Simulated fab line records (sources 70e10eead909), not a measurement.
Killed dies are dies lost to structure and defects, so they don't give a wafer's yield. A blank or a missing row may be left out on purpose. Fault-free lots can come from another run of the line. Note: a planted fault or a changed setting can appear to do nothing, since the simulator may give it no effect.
Which tool was responsible? | flow nand-harc | 6 lots, 18 wafers sampled, at 2 steps of a route of 1159

## WHAT EACH GAUGE READ, for each wafer
NHARC_A_ONON_D1_THK_MEAS_30: measures by ellipsometry.
lot  | measured     | on            | thk-nm (nm)
L577 | day 8 20:59  | film-metro-01 | 980 982 981
L582 | day 9 11:43  | film-metro-02 | 991 991 992
L585 | day 10 11:17 | film-metro-02 | 1013 1013 1014
L591 | day 11 17:32 | film-metro-02 | 1576 1576 1575
L595 | day 13 05:28 | film-metro-01 | 985 985 984
L598 | day 14 04:45 | film-metro-02 | 995 996 997

## TOOL THAT RAN EACH LOT (tool first, then ch and the chambers of the sampled wafers, then the start)
lot  | NHARC_A_ONON_D1_DEP_28
L577 | pecvd-onon-03 ch 0, day 8 20:35
L582 | pecvd-onon-02 ch 0, day 9 11:12
L585 | pecvd-onon-02 ch 0, day 10 10:47
L591 | pecvd-onon-02 ch 0, day 11 17:01
L595 | pecvd-onon-04 ch 0, day 13 04:57
L598 | pecvd-onon-04 ch 0, day 14 04:14
- NHARC_A_ONON_D1_DEP_28: target thk 1000 nm.

## THE ANSWER, worked out from the rows above alone
Rule: usual is defined by the lots themselves. Put in order of their means at a reading, lots are off if they are a third of the lots or fewer, leave a main group of 4 or more, and stand apart from it by a gap of 3 or more times the standard deviation of the main group's means; of several such gaps the widest counts. A main group whose means are all the same, to the digits that the tables above print for the reading, isn't used. Also off: a lot with no number at a reading for which 4 or more lots have one. The other lots that the step has rows for count as sound.
Off, at NHARC_A_ONON_D1_THK_MEAS_30 on thk-nm: L591. Main group: mean 993 nm, sd 11.
If a tool, at a process step before that reading, ran all the lots that are off and no sound lot after the first of them, it fits. Those tools and the gauges at NHARC_A_ONON_D1_THK_MEAS_30 are tried in the same way. One fits: NHARC_A_ONON_D1_DEP_28 on pecvd-onon-02. Its last sound lot is L585 (day 10 10:47), its first lot that is off L591 (day 11 17:01): a fault that began between those two fits.

## WHAT THE SIMULATOR HAD PUT IN
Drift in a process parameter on pecvd-onon-02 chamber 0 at NHARC_A_ONON_D1_DEP_28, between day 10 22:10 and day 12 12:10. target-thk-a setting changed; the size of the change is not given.
Lots struck among those shown: L591. The rule given above showed the same thing.
